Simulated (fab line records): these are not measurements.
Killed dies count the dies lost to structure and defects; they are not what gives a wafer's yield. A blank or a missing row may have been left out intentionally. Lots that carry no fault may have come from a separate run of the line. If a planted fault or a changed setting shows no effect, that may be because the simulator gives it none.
Chamber matching :: flow nandHarc :: NHARC_A_M1_CMP_23 on cmp-04 has 4 sister chambers
The step polishes, t overpolish 20 s, target thk 154.34 nm. 4 wafers are shown with their chamber, then 12 later ones without.

== EACH WAFER AND ITS CHAMBER ==
wafer: L085.6
chamber: 1
motorCurrentA (A): 11.3

wafer: L088.6
chamber: 2
motorCurrentA (A): 10.8

wafer: L092.4
chamber: 3
motorCurrentA (A): 12.2

wafer: L092.6
chamber: 0
motorCurrentA (A): 12.7

== WAFERS WHOSE CHAMBER IS MISSING ==
wafer: L094.1
motorCurrentA (A): 13.5

wafer: L094.3
motorCurrentA (A): 11.5

wafer: L094.4
motorCurrentA (A): 12.4

wafer: L097.2
motorCurrentA (A): 10.4

wafer: L097.4
motorCurrentA (A): 13.1

wafer: L097.5
motorCurrentA (A): 13.2

wafer: L097.1
motorCurrentA (A): 12.2

wafer: L097.3
motorCurrentA (A): 11.4

wafer: L097.6
motorCurrentA (A): 11.4

wafer: L096.2
motorCurrentA (A): 10.3

wafer: L096.3
motorCurrentA (A): 12.3

wafer: L096.5
motorCurrentA (A): 11.5

== WHICH CHAMBER EACH WENT THROUGH ==
wafer: L094.1
from the rows above: can't be placed: 0 or 3
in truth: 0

wafer: L094.3
from the rows above: can't be placed: 1 or 2 or 3
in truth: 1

wafer: L094.4
from the rows above: can't be placed: 3 or 0
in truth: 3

wafer: L097.2
from the rows above: can't be placed: 2 or 1
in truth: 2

wafer: L097.4
from the rows above: can't be placed: 0 or 3
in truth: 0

wafer: L097.5
from the rows above: can't be placed: 0 or 3
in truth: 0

wafer: L097.1
from the rows above: can't be placed: 3 or 0
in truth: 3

wafer: L097.3
from the rows above: can't be placed: 1 or 2 or 3
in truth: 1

wafer: L097.6
from the rows above: can't be placed: 1 or 2 or 3
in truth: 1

wafer: L096.2
from the rows above: can't be placed: 2 or 1
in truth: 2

wafer: L096.3
from the rows above: can't be placed: 3 or 0
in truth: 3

wafer: L096.5
from the rows above: can't be placed: 1 or 2 or 3
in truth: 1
Correctly placed: 0 of 12. Cannot be placed on the basis of these rows: 12; the candidates contain the true chamber in 12. Number placed wrongly: 0.
How it was worked out, from the rows above alone: a wafer's distance from a chamber is the root of the sum, over the readings, of the square of ((its reading less the chamber's mean) divided by the reading's scatter). The wafer belongs to the nearest chamber; if the next one is less than 2 further off, it can't be placed. Each chamber's mean is taken over the wafers shown for it. The scatter: with one shown wafer a chamber, the root of the mean of the squares of how far each hidden wafer lies from its nearest shown one.
